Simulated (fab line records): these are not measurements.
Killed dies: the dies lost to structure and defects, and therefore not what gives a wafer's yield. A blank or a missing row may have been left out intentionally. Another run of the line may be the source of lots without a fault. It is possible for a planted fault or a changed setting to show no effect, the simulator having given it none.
fab line records + flow n5_finfet
record:
- lots: 4
- wafers: 12
- last_day: 17
route steps=1938 shown BEOL_M5@1112 BEOL_M15@1830 PASSIVATION@1936
lots untouched by any fault: they come from a run of this same line in which no faults occurred
start_h: the number of hours between the record's first day and the start of the first shown wafer of the lot + wait_h: hours since the lot's step before + " as in the row above + L1.1+2: several wafers, shown together as one row + - no value, or no start given + * or withheld: withheld + < > ~ a bound
route shown NAME@n: a module of which the file shows steps, and the number in the route of the first + usual: average and standard deviation across the fault-free wafers + same: alike in all rows + chamber/n: place in a boat + sites: the reading at each site + _std_site: the standard deviation of these + _edge_site: inner sites' mean taken away from outer sites' mean + radius_mm: for every site, how far away it sits from the centre of the wafer + mask NAME#n: copy n + behind: the most recent tool/chamber to have shaped the wafer + hold: why the lot went on hold/how many hours it stayed there/how the hold came to an end + device: whichever transistor did not switch (one of n, p or np) + end of line: tests run on the same wafers once the route is complete + for a step that has no rows: nothing shown but its recipe + killed: the dies lost at the first sort to structure and to defects; this is not the yield of the wafer + map: a wafer's dies, x killed, . not, _ none there
set.NAME: the setting that was run; set.NAME@STEP: the one run at that earlier step + model.NAME: the simulator's own value behind a step, which no gauge read
a table for each step, a row for each wafer; lots at some steps of the route
services: when a tool's chamber went out of use (start_h, in hours from the record's first day, below 0 if earlier), for how many hours, and the reason
== steps ==
step: N5_BEOL_M5_ILD_DEP_00
recipe:
- material: SiCOH_lowk
- target_thk_a: 1406.4
- temp_c: 300
- precursor: DEMS/porogen
- pressure_torr: 5
- rf_w: 500
- time_s: 25.9
step: N5_BEOL_M5_CURE_79
recipe:
- temp_c: 385
- time_s: 240
- ambient: He/Ar
- material: SiCOH_lowk
step: N5_BEOL_M5_PECVD_70
recipe:
- material: SiO2
- target_thk_a: 160
- temp_c: 400
- precursor: TEOS/O2
- pressure_torr: 5.5
- rf_w: 450
- teos_flow_sccm: 53.8
- gas: O2
- flow_sccm: 3000
- time_s: 18
step: N5_BEOL_M5_HM_DEP_02
recipe:
- material: TiN
- target_thk_a: 200
- temp_c: 25
- chamber_pressure_pa: 0.49996
step: N5_BEOL_M5_COAT_59
recipe:
- resist: SOC
- temp_c: 250
- time_s: 60
- spin_rpm: 1500
- resist_thk_nm: 60
step: N5_BEOL_M5_COAT_60
recipe:
- resist: SiARC
- temp_c: 220
- time_s: 60
- spin_rpm: 1500
- resist_thk_nm: 12
step: N5_BEOL_M5_COAT_71
recipe:
- resist: underlayer
- temp_c: 205
- time_s: 60
- spin_rpm: 1500
- resist_thk_nm: 5
step: N5_BEOL_M5_COAT_05
recipe:
- resist: CAR-EUV
- spin_rpm: 1500
- resist_thk_nm: 30
step: N5_BEOL_M5_EBR_07
recipe:
- solvent: PGMEA
- ebr_width_mm: 1.5
step: N5_BEOL_M5_SOFTBAKE_06
recipe:
- temp_c: 110
- time_s: 60
- resist: CAR-EUV
step: N5_BEOL_M5_EXPOSE_08
recipe:
- mask_id: M5
- na: 0.33
- source_shape: annular
- sigma_inner: 0.4
- sigma_outer: 0.8
- polarization: unpolarized
- target_cd_nm: 28
- dose_mj: 35.75
usual:
- exposure_dose_mJ_cm2: 35.69/0.088
same:
- na: 0.33
| lot.wafer | tool           | chamber | start_h | wait_h | mask | exposure_dose_mJ_cm2 |
|-----------|----------------|---------|---------|--------|------|----------------------|
| L411.2    | euv_scanner-02 | 0       | 172.87  | -      | M5#0 | 35.61                |
| L411.3    | "              | 0       | "       | "      | M5#0 | 35.57                |
| L411.6    | "              | 0       | "       | "      | M5#0 | 35.59                |
| L416.1    | euv_scanner-01 | 0       | 234.06  | -      | M5#0 | 35.81                |
| L416.3    | "              | 0       | "       | "      | M5#0 | 35.79                |
| L416.5    | "              | 0       | "       | "      | M5#0 | 35.82                |
| L429.2    | euv_scanner-01 | 0       | 303.34  | -      | M5#0 | 31.15                |
| L429.3    | "              | 0       | "       | "      | M5#0 | 31.22                |
| L429.6    | "              | 0       | "       | "      | M5#0 | 31.23                |
| L432.1    | euv_scanner-01 | 0       | 318.03  | -      | M5#0 | 32.07                |
| L432.2    | "              | 0       | "       | "      | M5#0 | 32.11                |
| L432.4    | "              | 0       | "       | "      | M5#0 | 32.06                |
step: N5_BEOL_M5_PEB_09
recipe:
- peb_temp_c: 100
- peb_time_s: 60
- resist: CAR-EUV
step: N5_BEOL_M5_DEVELOP_10
recipe:
- develop_time_s: 30
- developer: TMAH
- resist: CAR-EUV
- rinse_liquid: surfactant_rinse
- dry: air_spin
- dev_temp_c: 23
step: N5_BEOL_M5_CD_MEAS_11
recipe:
- target_cd_nm: 27.74
- landing_energy_ev: 500
- detector: se_inlens
usual:
- cd_nm: 28.04/0.24
| lot.wafer | tool      | chamber | start_h | wait_h | cd_nm |
|-----------|-----------|---------|---------|--------|-------|
| L411.2    | cd_sem-01 | 0       | 173.00  | -      | 28.19 |
| L411.3    | "         | 0       | "       | "      | 27.81 |
| L411.6    | "         | 0       | "       | "      | 27.72 |
| L416.1    | cd_sem-02 | 0       | 234.18  | -      | 27.90 |
| L416.3    | "         | 0       | "       | "      | 28.25 |
| L416.5    | "         | 0       | "       | "      | 28.27 |
| L429.2    | cd_sem-01 | 0       | 303.46  | -      | 24.70 |
| L429.3    | "         | 0       | "       | "      | 25.19 |
| L429.6    | "         | 0       | "       | "      | 24.97 |
| L432.1    | cd_sem-02 | 0       | 318.17  | -      | 25.55 |
| L432.2    | "         | 0       | "       | "      | 25.22 |
| L432.4    | "         | 0       | "       | "      | 25.46 |
step: N5_BEOL_M5_DESCUM_16
recipe:
- chemistry: O2
- time_s: 7
- source_power_w: 50
- bias_power_w: 20
- pressure_mtorr: 20
- rf_frequency_hz: 2.712e+07
- temp_c: 40
- resist: CAR-EUV
- o2_flow_sccm: 225
usual:
- drypump_motor_current_A: 5.8/0.52
- oes_product_au: 0.76/0.089
- rf_fwd_power_W: 49.44/0.28
- rf_vpp_V: 243.1/1.3
- showerhead_plenum_p_Torr: 2.10/0.069
- throttle_valve_pct: 20.51/0.29
| lot.wafer | tool        | chamber | start_h | wait_h | drypump_motor_current_A | oes_product_au | rf_fwd_power_W | rf_hours_counter_h | rf_vpp_V | showerhead_plenum_p_Torr | throttle_valve_pct | model.BEOL_M5.cd_nm |
|-----------|-------------|---------|---------|--------|-------------------------|----------------|----------------|--------------------|----------|--------------------------|--------------------|---------------------|
| L411.2    | rie_diel-02 | 0       | 173.12  | 0.0    | 6.0                     | 0.71           | 49.55          | 214                | 241.8    | 2.07                     | 20.83              | 28                  |
| L411.3    | "           | 1       | "       | "      | 5.9                     | 0.96           | 49.53          | 5                  | 246.3    | 2.22                     | 20.00              | 28                  |
| L411.6    | "           | 0       | "       | "      | 6.0                     | 0.72           | 49.52          | -                  | 241.5    | 2.07                     | 20.81              | 28                  |
| L416.1    | rie_diel-05 | 3       | 234.31  | 0.0    | 5.6                     | 0.71           | 49.40          | 216                | 243.9    | 2.07                     | 20.97              | 28                  |
| L416.3    | "           | 0       | "       | "      | 5.4                     | 0.68           | 49.37          | 231                | 243.5    | 2.06                     | 20.56              | 28.2                |
| L416.5    | "           | 1       | "       | "      | 6.7                     | 0.69           | 49.82          | -                  | 243.0    | 2.06                     | 20.68              | 28                  |
| L429.2    | rie_diel-04 | 3       | 303.58  | 0.0    | 5.7                     | 0.93           | 49.55          | 23                 | 244.6    | 2.22                     | 20.48              | 24.8                |
| L429.3    | "           | 1       | "       | "      | 6.6                     | 0.74           | 49.43          | 200                | 239.9    | 1.99                     | 20.66              | 25                  |
| L429.6    | "           | 3       | "       | "      | 5.7                     | 0.92           | 49.53          | -                  | 244.9    | 2.22                     | 20.46              | 25                  |
| L432.1    | rie_diel-02 | 1       | 318.29  | 0.0    | 5.9                     | 0.87           | 49.66          | 51                 | 245.2    | 2.21                     | 20.05              | 25.6                |
| L432.2    | "           | 2       | "       | "      | 5.6                     | 0.72           | 49.62          | 177                | 243.0    | 2.09                     | 20.33              | 25.4                |
| L432.4    | "           | 1       | "       | "      | 5.9                     | 0.87           | 49.68          | -                  | 246.0    | 2.21                     | 20.06              | 25.4                |
step: N5_BEOL_M5_ETCH_72
recipe:
- chemistry: N2/H2
- target: underlayer
- target_depth_a: 65
- mask_material: CAR-EUV
- time_s: 5.2
- ion_energy_ev: 200
- pressure_mtorr: 30
- source_w: 840
- bias_w: 150
- n2_flow_sccm: 200
- h2_flow_sccm: 200
- ends: cleared
step: N5_BEOL_M5_ETCH_61
recipe:
- chemistry: CF4
- target: SiARC
- target_depth_a: 156
- mask_material: CAR-EUV
- time_s: 26
- ion_energy_ev: 80
- pressure_mtorr: 40
- source_w: 545
- bias_w: 36
- Ar_flow_sccm: 100
- cf4_flow_sccm: 100
- ends: cleared
step: N5_BEOL_M5_ETCH_62
recipe:
- chemistry: N2/H2
- target: SOC
- target_depth_a: 750
- overetch_a: 150
- mask_material: SiARC
- temp_c: 40
- time_s: 112.5
- ion_energy_ev: 200
- pressure_mtorr: 30
- source_w: 840
- bias_w: 150
- n2_flow_sccm: 200
- h2_flow_sccm: 200
step: N5_BEOL_M5_STRIP_63
recipe:
- chemistry: N2/H2
- temp_c: 40
- n2_flow_sccm: 200
- h2_flow_sccm: 200
- rf_frequency_hz: 6e+07
step: N5_BEOL_M5_STRIP_73
recipe:
- chemistry: N2/H2
- temp_c: 40
- n2_flow_sccm: 200
- h2_flow_sccm: 200
- rf_frequency_hz: 6e+07
step: N5_BEOL_M5_STRIP_64
recipe:
- chemistry: CF4
- resist: SiARC
- power_w: 300
- bias_power_w: 75
- pressure_mtorr: 50
- cf4_flow_sccm: 150
- rf_frequency_hz: 6e+07
step: N5_BEOL_M5_HM_OPEN_17
recipe:
- chemistry: Cl2/BCl3
- target_depth_a: 200
- overetch_a: 60
- target: TiN
- mask_material: SOC
- ion_energy_ev: 150
- pressure_mtorr: 10
- icp_w: 1000
- bias_w: 126
- Cl2_flow_sccm: 53.25
- bcl3_flow_sccm: 21.75
- Ar_flow_sccm: 25
step: N5_BEOL_M5_STRIP_19
recipe:
- chemistry: O2
- power_w: 400
- temp_c: 40
- pressure_mtorr: 30
- rf_frequency_hz: 6e+07
- bias_power_w: 0
- overash_fraction: 0.2
- o2_flow_sccm: 225
step: N5_BEOL_M5_CD_MEAS_18
recipe:
- pitch_nm: 56
- target_cd_nm: 28
usual:
- cd_nm: 27.94/0.27
| lot.wafer | tool      | chamber | start_h | wait_h | cd_nm |
|-----------|-----------|---------|---------|--------|-------|
| L411.2    | cd_sem-01 | -       | 173.57  | 0.1    | 27.90 |
| L411.3    | "         | -       | "       | "      | 27.62 |
| L411.6    | "         | -       | "       | "      | 27.35 |
| L416.1    | cd_sem-02 | -       | 234.75  | 0.0    | 27.53 |
| L416.3    | "         | -       | "       | "      | 28.28 |
| L416.5    | "         | -       | "       | "      | 28.06 |
| L429.2    | cd_sem-02 | -       | 304.08  | 0.1    | 24.94 |
| L429.3    | "         | -       | "       | "      | 24.86 |
| L429.6    | "         | -       | "       | "      | 24.61 |
| L432.1    | cd_sem-01 | -       | 318.79  | 0.0    | 25.72 |
| L432.2    | "         | -       | "       | "      | 25.61 |
| L432.4    | "         | -       | "       | "      | 25.40 |
step: N5_BEOL_M5_COAT_65
recipe:
- resist: SOC
- temp_c: 250
- time_s: 60
- spin_rpm: 1500
- resist_thk_nm: 60
step: N5_BEOL_M5_COAT_66
recipe:
- resist: SiARC
- temp_c: 220
- time_s: 60
- spin_rpm: 1500
- resist_thk_nm: 12
step: N5_BEOL_M5_COAT_74
recipe:
- resist: underlayer
- temp_c: 205
- time_s: 60
- spin_rpm: 1500
- resist_thk_nm: 5
step: N5_BEOL_M5_COAT_22
recipe:
- resist: CAR-EUV
- spin_rpm: 1500
- resist_thk_nm: 30
step: N5_BEOL_M5_EBR_24
recipe:
- solvent: PGMEA
- ebr_width_mm: 1.5
step: N5_BEOL_M5_SOFTBAKE_23
recipe:
- temp_c: 110
- time_s: 60
- resist: CAR-EUV
step: N5_BEOL_M5_EXPOSE_25
recipe:
- mask_id: V4
- na: 0.33
- source_shape: quasar
- sigma_inner: 0.2
- sigma_outer: 0.6
- polarization: unpolarized
- defocus_nm: 10
- dose_mj: 52.75
step: N5_BEOL_M5_PEB_26
recipe:
- peb_temp_c: 100
- peb_time_s: 60
- resist: CAR-EUV
step: N5_BEOL_M5_DEVELOP_27
recipe:
- develop_time_s: 30
- developer: TMAH
- resist: CAR-EUV
- rinse_liquid: surfactant_rinse
- dry: air_spin
- dev_temp_c: 23
step: N5_BEOL_M5_DESCUM_33
recipe:
- chemistry: O2
- time_s: 7
- source_power_w: 50
- bias_power_w: 20
- pressure_mtorr: 20
- rf_frequency_hz: 2.712e+07
- temp_c: 40
- resist: CAR-EUV
- o2_flow_sccm: 225
step: N5_BEOL_M5_ETCH_75
recipe:
- chemistry: N2/H2
- target: underlayer
- target_depth_a: 65
- mask_material: CAR-EUV
- time_s: 5.2
- ion_energy_ev: 200
- pressure_mtorr: 30
- source_w: 840
- bias_w: 150
- n2_flow_sccm: 200
- h2_flow_sccm: 200
- ends: cleared
step: N5_BEOL_M5_ETCH_41
recipe:
- chemistry: CH3F/O2
- target: SiCN
- target_depth_a: 315
- taper_deg: 2
- time_s: 56.7
- ion_energy_ev: 120
- mask_material: TiN
- pressure_mtorr: 30
- source_w: 395
- bias_w: 75
- Ar_flow_sccm: 150
- CH3F_flow_sccm: 30
- O2_flow_sccm: 20
usual:
- O2_flow_sccm: 20.00/0.057
- drypump_motor_current_A: 5.9/0.53
- mfc_ar_sccm: 150.0/0.5
- oes_product_au: 0.76/0.096
- rf_fwd_power_W: 391.2/1.9
- rf_vpp_V: 297.5/1.6
- showerhead_plenum_p_Torr: 2.00/0.069
- throttle_valve_pct: 16.44/0.26
| lot.wafer | tool        | chamber | start_h | wait_h | O2_flow_sccm | drypump_motor_current_A | mfc_ar_sccm | oes_product_au | rf_fwd_power_W | rf_hours_counter_h | rf_vpp_V | showerhead_plenum_p_Torr | throttle_valve_pct | model.BEOL_M5.cd_nm |
|-----------|-------------|---------|---------|--------|--------------|-------------------------|-------------|----------------|----------------|--------------------|----------|--------------------------|--------------------|---------------------|
| L411.2    | rie_diel-02 | 0       | -       | -      | 20.04        | 6.0                     | 150.2       | 0.71           | 392.4          | 215                | 297.5    | 1.98                     | 16.73              | 28                  |
| L411.3    | "           | 3       | "       | "      | 20.03        | 4.7                     | 150.7       | 0.74           | 391.5          | 184                | 297.8    | 2.00                     | 16.57              | 27.8                |
| L411.6    | "           | 2       | "       | "      | 19.99        | 5.6                     | 150.4       | 0.75           | 393.9          | -                  | 297.1    | 2.01                     | 16.12              | 27.6                |
| L416.1    | rie_diel-04 | 2       | -       | -      | 19.99        | 5.5                     | 150.3       | 0.75           | 387.2          | 188                | 298.4    | 2.07                     | 16.42              | 27.8                |
| L416.3    | "           | 3       | "       | "      | 19.97        | 5.6                     | 150.0       | 0.99           | 391.2          | 3                  | 300.8    | 2.14                     | 16.29              | 28.2                |
| L416.5    | "           | 3       | "       | "      | 20.07        | 5.6                     | 149.8       | 0.99           | 394.2          | -                  | 301.7    | 2.14                     | 16.30              | 28                  |
| L429.2    | rie_diel-04 | 1       | -       | -      | 20.00        | 6.6                     | 149.9       | 0.73           | 393.1          | 200                | 295.0    | 1.90                     | 16.53              | 24.8                |
| L429.3    | "           | 2       | "       | "      | 20.05        | 5.5                     | 149.6       | 0.73           | 386.8          | 206                | 297.8    | 2.06                     | 16.43              | 25                  |
| L429.6    | "           | 1       | "       | "      | 19.89        | 6.6                     | 150.0       | 0.73           | 393.2          | -                  | 294.4    | 1.90                     | 16.53              | 25                  |
| L432.1    | rie_diel-04 | 0       | -       | -      | 19.92        | 6.1                     | 149.5       | 0.69           | 390.4          | 223                | 296.4    | 1.98                     | 16.59              | 25.6                |
| L432.2    | "           | 3       | "       | "      | 19.97        | 5.7                     | 149.8       | 0.92           | 391.6          | 27                 | 299.2    | 2.13                     | 16.35              | 25.6                |
| L432.4    | "           | 1       | "       | "      | 20.10        | 6.6                     | 150.1       | 0.73           | 391.8          | 204                | 296.3    | 1.90                     | 16.54              | 25.6                |
step: N5_BEOL_M15_RC_MEAS_101
usual:
- COMB_M10: 1.5e-11/3.3e-12
- COMB_M11: 1.5e-11/3.1e-12
- COMB_M12: 6.3e-12/1.5e-12
- COMB_M13: 4.6e-12/1.1e-12
- COMB_M14: 3.5e-12/1.1e-12
- COMB_M15: 2.4e-12/8.5e-13
- COMB_M5: 3.6e-11/6.3e-12
- COMB_M6: 2.5e-11/5.3e-12
- COMB_M7: 2.6e-11/4.8e-12
- COMB_M8: 2.5e-11/5.5e-12
- COMB_M9: 1.41e-11/2.5e-12
- SERP_M10: 3.06/0.06
- SERP_M11: 3.06/0.072
- SERP_M12: 0.639/0.013
- SERP_M13: 0.310/0.0053
- SERP_M14: 0.1604/0.0028
- SERP_M5: 38.8/1.5
- SERP_M5_max_site: 40.5/1.8
- SERP_M6: 13.6/0.43
- SERP_M6_max_site: 14.1/0.49
- SERP_M7: 13.8/0.5
- SERP_M8: 14.0/0.42
- SERP_M8_max_site: 14.4/0.48
- SERP_M9: 3.06/0.069
| lot.wafer | tool      | chamber | start_h | wait_h | COMB_M10[S/m] | COMB_M11[S/m] | COMB_M12[S/m] | COMB_M13[S/m] | COMB_M14[S/m] | COMB_M15[S/m] | COMB_M5[S/m] | COMB_M6[S/m] | COMB_M7[S/m] | COMB_M8[S/m] | COMB_M9[S/m] | SERP_M10[ohm/um] | SERP_M11[ohm/um] | SERP_M12[ohm/um] | SERP_M13[ohm/um] | SERP_M14[ohm/um] | SERP_M5[ohm/um] | SERP_M5_max_site[ohm/um] | SERP_M6[ohm/um] | SERP_M6_max_site[ohm/um] | SERP_M7[ohm/um] | SERP_M8[ohm/um] | SERP_M8_max_site[ohm/um] | SERP_M9[ohm/um] |
|-----------|-----------|---------|---------|--------|---------------|---------------|---------------|---------------|---------------|---------------|--------------|--------------|--------------|--------------|--------------|------------------|------------------|------------------|------------------|------------------|-----------------|--------------------------|-----------------|--------------------------|-----------------|-----------------|--------------------------|-----------------|
| L411.2    | prober-01 | 0       | 259.00  | 0.2    | 1.5e-11       | 1.8e-11       | 5.8e-12       | 4.9e-12       | 3e-12         | 3.4e-12       | 3.3e-11      | 2.7e-11      | 2.4e-11      | 2.5e-11      | 9.5e-12      | 2.99             | 2.96             | 0.626            | 0.313            | 0.1568           | 37.2            | 38.2                     | 13.1            | 13.8                     | 13.8            | 14.2            | 14.7                     | 3.09            |
| L411.3    | "         | 0       | "       | "      | 1.5e-11       | 1.7e-11       | 8.4e-12       | 5.3e-12       | 3.8e-12       | 3.1e-12       | 4.1e-11      | 2.7e-11      | 2.6e-11      | 3.2e-11      | 9.7e-12      | 3.10             | 3.09             | 0.628            | 0.305            | 0.1600           | 38.7            | 40.0                     | 13.9            | 14.5                     | 14.2            | 14.2            | 14.8                     | 3.02            |
| L411.6    | "         | 0       | "       | "      | 1.9e-11       | 1.7e-11       | 6.5e-12       | 4.9e-12       | 3.3e-12       | 3.1e-12       | 4.5e-11      | 2.9e-11      | 3.6e-11      | 3.5e-11      | 1.2e-11      | 3.10             | 3.02             | 0.656            | 0.314            | 0.1560           | 39.5            | 40.4                     | 13.4            | 14.1                     | 13.4            | 14.3            | 15.1                     | 3.19            |
| L416.1    | prober-01 | 0       | 326.91  | 0.0    | 1.1e-11       | 1.3e-11       | 5.3e-12       | 3.8e-12       | 3.7e-12       | 4.5e-12       | 3.4e-11      | 2.4e-11      | 3e-11        | 2.4e-11      | 1.63e-11     | 3.05             | 3.09             | 0.660            | 0.313            | 0.1641           | 40.7            | 42.6                     | 13.4            | 13.6                     | 13.3            | 14.2            | 14.7                     | 3.07            |
| L416.3    | "         | 0       | "       | "      | 1.3e-11       | 1.4e-11       | 7.7e-12       | 4.4e-12       | 4.5e-12       | 2.3e-12       | 3.4e-11      | 1.9e-11      | 2.3e-11      | 2.4e-11      | 1.34e-11     | 3.09             | 3.09             | 0.635            | 0.308            | 0.1569           | 37.6            | 39.0                     | 13.8            | 14.5                     | 12.9            | 13.9            | 14.0                     | 2.95            |
| L416.5    | "         | 0       | "       | "      | 1.2e-11       | 1.6e-11       | 5.2e-12       | 4.1e-12       | 4.1e-12       | 2.8e-12       | 3.1e-11      | 2.5e-11      | 2.4e-11      | 3.2e-11      | 1.56e-11     | 3.07             | 3.13             | 0.656            | 0.307            | 0.1595           | 37.9            | 39.2                     | 13.7            | 14.1                     | 14.1            | 13.4            | 13.8                     | 3.19            |
| L429.2    | prober-01 | 0       | 387.64  | 0.2    | 1.6e-11       | 1.4e-11       | 8.6e-12       | 5.3e-12       | 6.6e-12       | 2.6e-12       | 2.5e-11      | 3e-11        | 2.3e-11      | 3e-11        | 2.08e-11     | 3.07             | 3.03             | 0.647            | 0.313            | 0.1616           | 50.7            | 52.9                     | 14.5            | 15.6                     | 12.9            | 14.2            | 14.4                     | 3.05            |
| L429.3    | "         | 0       | "       | "      | 1.8e-11       | 1.5e-11       | 8.5e-12       | 4.8e-12       | 3.7e-12       | 3.1e-12       | 3.2e-11      | 2.8e-11      | 2.6e-11      | 2.3e-11      | 1.79e-11     | 3.17             | 3.19             | 0.675            | 0.315            | 0.1571           | 49.3            | 50.1                     | 14.1            | 14.4                     | 13.7            | 13.7            | 14.1                     | 3.05            |
| L429.6    | "         | 0       | "       | "      | 1.3e-11       | 1.5e-11       | 5e-12         | 5.8e-12       | 4.3e-12       | 3e-12         | 3.5e-11      | 2.6e-11      | 3.5e-11      | 2.2e-11      | 1.65e-11     | 3.09             | 3.18             | 0.646            | 0.319            | 0.1626           | 51.2            | 54.5                     | 14.2            | 14.4                     | 13.0            | 14.3            | 14.5                     | 3.07            |
| L432.1    | prober-01 | 0       | 398.12  | 0.0    | 2.1e-11       | 1.5e-11       | 6.9e-12       | 5.9e-12       | 3.9e-12       | 3.7e-12       | 4.2e-11      | 2.4e-11      | 2.4e-11      | 3e-11        | 1.29e-11     | 3.21             | 3.05             | 0.645            | 0.307            | 0.1651           | 47.8            | 51.0                     | 14.2            | 15.2                     | 13.9            | 13.8            | 14.6                     | 3.01            |
| L432.2    | "         | 0       | "       | "      | 1.7e-11       | 1.5e-11       | 1.02e-11      | 4.3e-12       | 4.6e-12       | 3.7e-12       | 4.1e-11      | 2.3e-11      | 2.1e-11      | 2.3e-11      | 1.48e-11     | 3.18             | 3.08             | 0.644            | 0.307            | 0.1611           | 45.0            | 47.1                     | 13.5            | 14.1                     | 13.9            | 13.9            | 14.2                     | 3.03            |
| L432.4    | "         | 0       | "       | "      | 1.8e-11       | 1.1e-11       | 7.8e-12       | 5.4e-12       | 5.1e-12       | 2.6e-12       | 3.5e-11      | 2.7e-11      | 2.4e-11      | 2.6e-11      | 1.54e-11     | 3.08             | 2.94             | 0.661            | 0.303            | 0.1582           | 46.7            | 47.2                     | 13.7            | 14.2                     | 13.1            | 13.9            | 14.1                     | 2.96            |
sites SERP_M5 radius_mm=0,75,75,75,75,140,140,140,140
L411.2 37.1 37.3 38.2 37.2 37.5 36.7 36.8 36.8 37.2
L416.1 40.5 40.4 41.1 40.6 41.2 40.7 42.6 39.9 40.9
L429.2 48.3 50.0 49.4 50.7 49.4 52.9 51.6 51.1 51.1
L432.1 43.9 46.6 47.1 46.8 47.8 50.9 50.4 48.2 51.0
step: N5_PASSIVATION_PROBE_49
usual:
- defect_limited_yield: 91.1/1.4
- killed_at_M0_to_M3: 33/10
- killed_at_M4_up: 15/5.8
- killed_at_contacts: 13/5.9
- killed_at_front_end: 39/11
- killed_at_other: 4/3.6
- killed_dies: 105/16
- killed_open: 68/11
- killed_short: 34/7.8
- sort_bin_5_function: 5.2/0.88
- sort_bin_6_memory: 3.3/0.61
- sort_n_pass: 1075/16
- sort_yield_pct: 91.1/1.4
same:
- gross_dies: 1180
- killed_at_back_side: 0
- sort_bin_4_leakage[%]: 0
- sort_bin_8_speed[%]: 0
| lot.wafer | tool      | chamber | start_h | wait_h | defect_limited_yield[%] | killed_at_M0_to_M3 | killed_at_M4_up | killed_at_contacts | killed_at_front_end | killed_at_other | killed_dies | killed_open | killed_short | sort_bin_5_function[%] | sort_bin_6_memory[%] | sort_n_pass | sort_yield_pct[%] |
|-----------|-----------|---------|---------|--------|-------------------------|--------------------|-----------------|--------------------|---------------------|-----------------|-------------|-------------|--------------|------------------------|----------------------|-------------|-------------------|
| L429.2    | prober-02 | -       | 402.35  | 0.1    | 91.9                    | 22                 | 23              | 15                 | 32                  | 4               | 96          | 59          | 31           | 4.4                    | 3.5                  | 1084        | 91.9              |
| L429.3    | prober-02 | -       | 402.40  | 0.1    | 90.3                    | 41                 | 25              | 11                 | 35                  | 2               | 114         | 67          | 39           | 5.7                    | 3.6                  | 1066        | 90.3              |
| L429.6    | prober-02 | -       | 402.55  | 0.3    | 87.8                    | 43                 | 39              | 26                 | 33                  | 3               | 144         | 92          | 38           | 7.1                    | 4.5                  | 1036        | 87.8              |
killed by level:class
L429.2 MOL_CONTACT_COAG:geometric_particle:open=12 FIN_SAQP:geometric_particle:short=9 STI_FIN_REVEAL:geometric_particle:open=7 BEOL_M4:geometric_particle:open=7 BEOL_M0_SAQP:geometric_particle:short=6 BEOL_M1:geometric_particle:open=6 BEOL_M0_SAQP:geometric_particle:open=5 STARTING-WAFER:geometric_particle:open=5
L429.3 BEOL_M3:geometric_particle:open=15 BEOL_M4:geometric_particle:open=9 BEOL_M0_SAQP:geometric_particle:short=8 FIN_SAQP:geometric_particle:short=7 STI_FIN_REVEAL:geometric_particle:open=7 MOL_CONTACT_COAG:geometric_particle:open=6 BEOL_M0:geometric_particle:open=4 GATE_CUT:geometric_particle:open=4
L429.6 MOL_CONTACT_COAG:geometric_particle:open=21 BEOL_M4:geometric_particle:open=13 BEOL_M0_SAQP:geometric_particle:short=11 BEOL_M5:area_expose=10 STI_FIN_REVEAL:geometric_particle:open=9 BEOL_M0_SAQP:geometric_particle:open=9 BEOL_M1:geometric_particle:open=7 BEOL_M3:geometric_particle:open=7
== services ==
| tool           | chamber | start_h | hours | kind                          |
|----------------|---------|---------|-------|-------------------------------|
| euv_scanner-01 | 0       | 156.87  | -     | calibration                   |
| euv_scanner-02 | -       | 197.40  | 1.0   | pm                            |
| euv_scanner-01 | -       | 198.41  | 1.0   | pm                            |
| rie_diel-02    | 0       | 202.66  | 7.8   | repair                        |
| rie_diel-02    | 2       | 206.69  | 6.6   | repair                        |
| rie_diel-05    | 2       | 209.91  | -     | clean                         |
| rie_diel-04    | 3       | 210.24  | -     | clean                         |
| rie_diel-04    | 3       | 210.24  | -     | consumable_replace:focus_ring |
| rie_diel-04    | 3       | 210.24  | -     | consumable_replace:showerhead |
| rie_diel-04    | 3       | 210.24  | 16.8  | scheduled_down                |
| rie_diel-04    | 3       | 210.24  | 16.8  | vent_cycle                    |
| euv_scanner-02 | -       | 247.50  | 4.6   | pm                            |
| euv_scanner-02 | -       | 253.55  | 1.0   | pm                            |
| euv_scanner-01 | -       | 254.56  | 1.0   | pm                            |
| rie_diel-02    | 3       | 267.45  | 4.0   | repair                        |
| rie_diel-02    | -       | 275.75  | 2.8   | pm                            |
| euv_scanner-01 | -       | 276.89  | 25.6  | repair                        |
| rie_diel-02    | 0       | 303.00  | -     | clean                         |
| rie_diel-02    | 0       | 303.00  | -     | consumable_replace:focus_ring |
| rie_diel-02    | 0       | 303.00  | 19.1  | scheduled_down                |
| rie_diel-02    | 0       | 303.00  | 19.1  | vent_cycle                    |
| euv_scanner-01 | -       | 303.59  | 4.6   | pm                            |
| euv_scanner-02 | -       | 309.70  | 1.0   | pm                            |
| euv_scanner-01 | -       | 310.71  | 1.0   | pm                            |
== key ==
first_sign:
- step: N5_BEOL_M5_EXPOSE_08
- reading: exposure_dose_mJ_cm2
- direction: down
- sigmas: 46
- usual: 35.69
- struck: 31.64
effect:
- step: N5_BEOL_M5_CD_MEAS_11
- reading: cd_nm
- direction: down
- sigmas: 12
- usual: 28.04
- struck: 25.18
- through: control_loop
effect:
- step: N5_BEOL_M5_CD_MEAS_18
- reading: cd_nm
- direction: down
- sigmas: 10
- usual: 27.94
- struck: 25.19
- through: control_loop
effect:
- step: N5_BEOL_M15_RC_MEAS_101
- reading: SERP_M5
- direction: up
- sigmas: 6.5
- usual: 38.8
- struck: 48.4
model_effect:
- step: N5_BEOL_M5_DESCUM_16
- value: BEOL_M5.cd_nm
- without: 28.17
- struck: 25.2
model_effect:
- step: N5_BEOL_M5_ETCH_41
- value: BEOL_M5.cd_nm
- without: 28.27
- struck: 25.27
met_at N5_BEOL_M5_EXPOSE_08
struck_wafers L429.2,L429.3,L429.6,L432.1,L432.2,L432.4
loop_trim:
- step: N5_BEOL_M5_EXPOSE_08
- setting: dose
- lots: L432
onset_between 234.06 303.34
fault:
- kind: process_parameter_drift
- tool: euv_scanner-01
- chamber: -
- onset_h: 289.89
- steps: N5_BEOL_M5_EXPOSE_08
- channel: dose_mj
- offset: -4.5904
- shape: step
- acts_in: these_recipes_only
- stated: 35.75
loop_trim: a control loop set the setting to another value than it would have without faults
